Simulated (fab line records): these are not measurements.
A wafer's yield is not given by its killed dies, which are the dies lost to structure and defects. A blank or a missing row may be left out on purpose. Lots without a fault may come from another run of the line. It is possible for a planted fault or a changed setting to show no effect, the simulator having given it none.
Split-lot trial	flow n5-finfet	21 wafers read across 7 lots, on a route 1938 steps long

## SPLIT DETAILS
At N5_BEOL_M11_COAT_60 (time 60 s, resist thk 30 nm), the setting spin-rpm was moved away from the recipe's 1500 rpm on 6 of the 21 wafers read, by -10.4% to +5.0%. All remaining wafers had this setting at the recipe value.

## FROM THE SPLIT TO THE READING: what the file shows between them, 2 steps
- N5_BEOL_M11_DESCUM_16: chemistry O2, time 7.9 s (also split here: time-s)
- N5_BEOL_M11_ETCH_61: etches SiARC in CF4, target depth 39 nm, time 65 s

## THE READING
SiARC_of_BEOL_M11_COAT_60.thk-nm (the simulator's own value, which no gauge read), in nm, at N5_BEOL_M11_ETCH_62 (etches SOC in N2/H2, target depth 110 nm, overetch 22 nm, time 165 s). The file gives no usual value for it. Average 23.4 nm, standard deviation 0.1 nm, over the 15 wafers here run with the recipe.

wafer	tool, chamber at the split	spin-rpm as run, rpm	against the recipe	SiARC_of_BEOL_M11_COAT_60.thk-nm, nm	against lot-mates on the recipe
L077.3	litho-track-05, 0	1500	recipe	23.4	-
L077.4	litho-track-05, 0	1500	recipe	23.4	-
L077.6	litho-track-05, 0	1500	recipe	23.4	-
L074.2	litho-track-05, 0	1500	recipe	23.4	-
L074.3	litho-track-05, 0	1500	recipe	23.4	-
L074.4	litho-track-05, 0	1500	recipe	23.4	-
L080.1	litho-track-03, 0	1575	+5.0%	22.8	-0.6
L080.3	litho-track-03, 0	1500	recipe	23.4	-
L080.5	litho-track-03, 0	1575	+5.0%	23	-0.4
L082.1	litho-track-03, 0	1500	recipe	23.2	-
L082.2	litho-track-03, 0	1500	recipe	23.6	-
L082.3	litho-track-03, 0	1500	recipe	23.4	-
L087.2	litho-track-04, 0	1500	recipe	23.4	-
L087.6	litho-track-04, 0	1500	recipe	23.4	-
L087.5	litho-track-04, 0	1344	-10.4%	25	+1.6
L095.2	litho-track-05, 0	1346	-10.3%	25.2	+1.8
L095.5	litho-track-05, 0	1346	-10.3%	25.2	+1.8
L095.4	litho-track-05, 0	1500	recipe	23.4	-
L096.2	litho-track-05, 0	1382	-7.9%	24.6	+1.0
L096.4	litho-track-05, 0	1500	recipe	23.6	-
L096.6	litho-track-05, 0	1500	recipe	23.6	-

FIT RESULTS
A straight line over all 21 wafers: SiARC_of_BEOL_M11_COAT_60.thk-nm changes by -0.154 nm for each +1% of spin-rpm; r = -0.98; the points scatter about the line by 0.13 nm.
The same after taking each lot's own level away (the mean of its wafers on the recipe; 21 wafers): -0.152 nm for each +1%; r = -0.98; scatter 0.14 nm.
Per that fit: largest spin-rpm move, reading shift of 1.6 nm.
The span of the lots' own levels, 23.40 to 23.60 nm, comes to 2.0 times the standard deviation stated above.
Consequently the slope shifts little with the lot-to-lot level, the two slopes agreeing.
Check: for one of the wafers moved furthest among these (-10.4%), held out of the fit, the line's prediction against its lot-mates is +1.62 nm. Against them it came out at +1.6 nm.

## ADDITIONAL SPLITS CARRIED BY THESE WAFERS
These wafers also went through other splits before the reading. Each is held against what the fit with the lots' levels taken away leaves over:
other split on the same wafers	wafers away from the commonest value	r with SiARC_of_BEOL_M11_COAT_60.thk-nm (lot level and that fit taken away)
N5_BEOL_M9_EXPOSE_08 dose-mj	10	-0.05
N5_BEOL_M9_ETCH_62 time-s	9	-0.10
N5_BEOL_M10_ILD_DEP_00 temp-c	8	-0.08
N5_BEOL_M10_COAT_05 spin-rpm	7	-0.41
N5_BEOL_M11_DESCUM_16 time-s	6	+0.32

## THE WHOLE CHAIN: every reading that the file lists as answering this split, in the file's order
step	what it does	reading	change (the file's fit)	r (the file's)
N5_BEOL_M11_COAT_60	time 60 s, resist thk 30 nm	SiARC_of_BEOL_M11_COAT_60.thk-nm (the simulator's own value, which no gauge read)	-0.157 nm for each +1% of the setting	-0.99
N5_BEOL_M11_ETCH_61	etches SiARC in CF4, target depth 39 nm, time 65 s	etch.depth-nm (the simulator's own value, which no gauge read)	-0.157 nm for each +1% of the setting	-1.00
N5_BEOL_M11_ETCH_61	etches SiARC in CF4, target depth 39 nm, time 65 s	CAR-ArF_of_BEOL_M11_COAT_05.thk-nm (the simulator's own value, which no gauge read)	+0.182 nm for each +1% of the setting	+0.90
N5_BEOL_M11_ETCH_62	etches SOC in N2/H2, target depth 110 nm, overetch 22 nm, time 165 s	SiARC_of_BEOL_M11_COAT_60.thk-nm (the simulator's own value, which no gauge read)	-0.151 nm for each +1% of the setting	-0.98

## FILE'S OWN FIT
SiARC_of_BEOL_M11_COAT_60.thk-nm changes by -0.151 nm for each +1% of spin-rpm, r = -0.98.
